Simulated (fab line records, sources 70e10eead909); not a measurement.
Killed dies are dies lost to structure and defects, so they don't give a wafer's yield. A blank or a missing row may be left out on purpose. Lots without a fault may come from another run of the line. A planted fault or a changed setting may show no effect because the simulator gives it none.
Problem report in the 8D (eight disciplines) form, filled by code | flow nand_harc | the parts of the form that need people (team, actions taken, sign-off) are left out

1. THE PROBLEM
killed_at_array at NHARC_END_SORT_01 reads a mean of 226 on 2 wafers of 2 lots; wafers without a fault read 44 with a standard deviation of 16. That is +11 standard deviations from the usual mean.
First seen on wafer L590.1, day 30 08:06, on prober-01. The record holds 6 wafers of 2 lots with a number at this step. Rule for "out", or "out of limits": more than 4 standard deviations from the usual mean. The other wafers with a number count as sound.

2. WHAT IT IS AND WHAT IT IS NOT
question                    | is                           | is not
which readings at this step | killed_at_array, killed_dies | killed_at_other, killed_at_periphery, killed_open, killed_short
which lots                  | L590, L592                   | -
which wafers of those lots  | L590.1, L592.6               | L590.2, L590.3, L592.3, L592.4
read on which gauges        | prober-01, prober-02         | -
when                        | from day 30 08:06            | up to then (0 sound wafers); but 4 sound wafers of L590, L592 came after

3. SUSPECTS, AND WHAT RULES EACH OUT
Counting: a tool at a process step up to the reading stays a suspect if it ran every lot that is out. Sound lots after the first of them don't rule it out here, since some wafers of a struck lot are sound.
- the gauge at NHARC_END_SORT_01: ruled out. The wafers that are out were read on 2 gauges (prober-01, prober-02).
- rie_diel-01 at NHARC_A_CONTACT_ETCH_30 (etches the open film in CF4/CHF3, target depth 72.6 nm, time 36.3 s): kept. It ran every lot that is out, first L590 (day 28 08:04). NHARC_A_CONTACT_ETCH_30 gives no start for some lots, so the hours and the order of its lots are those of NHARC_A_CONTACT_ETCH_139.
- rie_diel-01 at NHARC_A_CONTACT_ETCH_98 (etches the open film in C4F6/O2, target depth 20 nm, time 10 s): kept. It ran every lot that is out, first L590 (day 28 08:46). Its own readings are out on those wafers: run_length_s.
- Within rie_diel-01 at NHARC_A_CONTACT_ETCH_98: the wafers that are out ran in chamber 0; their sound lot-mates ran in chambers 1, 2, 3.
Left after counting: rie_diel-01 at NHARC_A_CONTACT_ETCH_30, rie_diel-01 at NHARC_A_CONTACT_ETCH_98.

4. THE CAUSE (what the simulator had put in)
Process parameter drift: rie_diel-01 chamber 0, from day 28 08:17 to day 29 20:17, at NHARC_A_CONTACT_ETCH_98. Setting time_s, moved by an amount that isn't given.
Counting left 2 suspects, and this tool is among them.

5. THE CHAIN OF EFFECTS, in route order
Each row: a reading whose mean over the struck wafers that have a number lies more than 3 standard deviations from the usual. Only readings for which the record gives a usual standard deviation are gone through. hours: the time from each lot's start at the first step in this table that gives one to its start at this step, as a median over the lots. sigmas: the change in usual standard deviations.
hours | step                    | reading         | usual  | on struck wafers | change | sigmas
0     | NHARC_A_CONTACT_ETCH_98 | run_length_s    | 30.9 s | 27.4             | -3.5   | -8.5
49    | NHARC_END_SORT_01       | killed_at_array | 44     | 226              | +182   | +11
49    | NHARC_END_SORT_01       | killed_dies     | 48     | 231              | +183   | +11
The process steps in it:
- NHARC_A_CONTACT_ETCH_98: etches the open film in C4F6/O2, target depth 20 nm, time 10 s.
Readings that are blank on the struck wafers while sound wafers have them: rf_fwd_power_W at NHARC_A_CONTACT_ETCH_98.

6. WHAT WOULD HAVE CAUGHT IT SOONER
In this record the first reading out of limits at a measuring or inspecting step was taken at day 30 08:06, 48 hours after the fault began at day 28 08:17.
The tool's own readings at NHARC_A_CONTACT_ETCH_98 were out on every struck wafer that the step has a row for (run_length_s): an alarm limit on them would have fired on the first of those.
All the lots that are out (2) had begun NHARC_A_CONTACT_ETCH_98 on rie_diel-01 by day 30 08:06. A hold on the tool at that time would have spared none of them.
